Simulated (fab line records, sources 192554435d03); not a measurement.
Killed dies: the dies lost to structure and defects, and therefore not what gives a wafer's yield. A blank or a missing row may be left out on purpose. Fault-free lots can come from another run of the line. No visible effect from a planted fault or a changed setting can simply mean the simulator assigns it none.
Chamber matching / flow n5-finfet / 4 sister chambers for N5_BEOL_M0_SAQP_ETCH_83 on rie-diel-05
The step etches SiARC in CF4, target depth 39 nm, time 65 s. 8 wafers are shown with their chamber, then 10 later ones without.

## WAFERS PAIRED WITH THEIR CHAMBERS
wafer=L082.1; chamber=0; drypump-motor-current-A (A)=5.2; showerhead-plenum-p-Torr (Torr)=2.16
wafer=L083.1; chamber=1; drypump-motor-current-A (A)=5.8; showerhead-plenum-p-Torr (Torr)=2.22
wafer=L083.6; chamber=3; drypump-motor-current-A (A)=5.7; showerhead-plenum-p-Torr (Torr)=2.26
wafer=L086.1; chamber=2; drypump-motor-current-A (A)=5.7; showerhead-plenum-p-Torr (Torr)=2.21
wafer=L086.2; chamber=1; drypump-motor-current-A (A)=5.8; showerhead-plenum-p-Torr (Torr)=2.22
wafer=L086.6; chamber=2; drypump-motor-current-A (A)=5.7; showerhead-plenum-p-Torr (Torr)=2.21
wafer=L087.3; chamber=0; drypump-motor-current-A (A)=5.2; showerhead-plenum-p-Torr (Torr)=2.16
wafer=L087.5; chamber=3; drypump-motor-current-A (A)=5.8; showerhead-plenum-p-Torr (Torr)=2.25

## WAFERS WHOSE CHAMBER IS MISSING
wafer=L087.6; drypump-motor-current-A (A)=5.3; showerhead-plenum-p-Torr (Torr)=2.16
wafer=L088.1; drypump-motor-current-A (A)=5.2; showerhead-plenum-p-Torr (Torr)=2.16
wafer=L088.3; drypump-motor-current-A (A)=5.7; showerhead-plenum-p-Torr (Torr)=2.21
wafer=L088.5; drypump-motor-current-A (A)=5.2; showerhead-plenum-p-Torr (Torr)=2.16
wafer=L089.3; drypump-motor-current-A (A)=5.2; showerhead-plenum-p-Torr (Torr)=2.16
wafer=L089.5; drypump-motor-current-A (A)=5.8; showerhead-plenum-p-Torr (Torr)=2.22
wafer=L089.6; drypump-motor-current-A (A)=5.2; showerhead-plenum-p-Torr (Torr)=2.16
wafer=L090.1; drypump-motor-current-A (A)=5.8; showerhead-plenum-p-Torr (Torr)=2.22
wafer=L090.2; drypump-motor-current-A (A)=5.7; showerhead-plenum-p-Torr (Torr)=2.25
wafer=L090.4; drypump-motor-current-A (A)=5.2; showerhead-plenum-p-Torr (Torr)=2.16

## WHICH CHAMBER EACH ONE RAN IN
wafer=L087.6; from the rows above=0; in truth=0
wafer=L088.1; from the rows above=0; in truth=0
wafer=L088.3; from the rows above=2; in truth=2
wafer=L088.5; from the rows above=0; in truth=0
wafer=L089.3; from the rows above=0; in truth=0
wafer=L089.5; from the rows above=1; in truth=1
wafer=L089.6; from the rows above=0; in truth=0
wafer=L090.1; from the rows above=1; in truth=1
wafer=L090.2; from the rows above=3; in truth=3
wafer=L090.4; from the rows above=0; in truth=0
Correctly placed: 10 of 10. Number that these rows cannot place: 0. Wrongly placed: 0.
How it was worked out, from the rows above alone: a wafer's distance from a chamber is the root of the sum, over the readings, of the square of ((its reading less the chamber's mean) divided by the reading's scatter). The wafer belongs to the nearest chamber; if the next one is less than 2 further off, it can't be placed. For every chamber, the mean is computed from those of its wafers that are shown. The scatter is the square root of a quotient: the sum, over the shown wafers, of each reading's squared deviation from its chamber's mean, divided by wafers minus chambers.
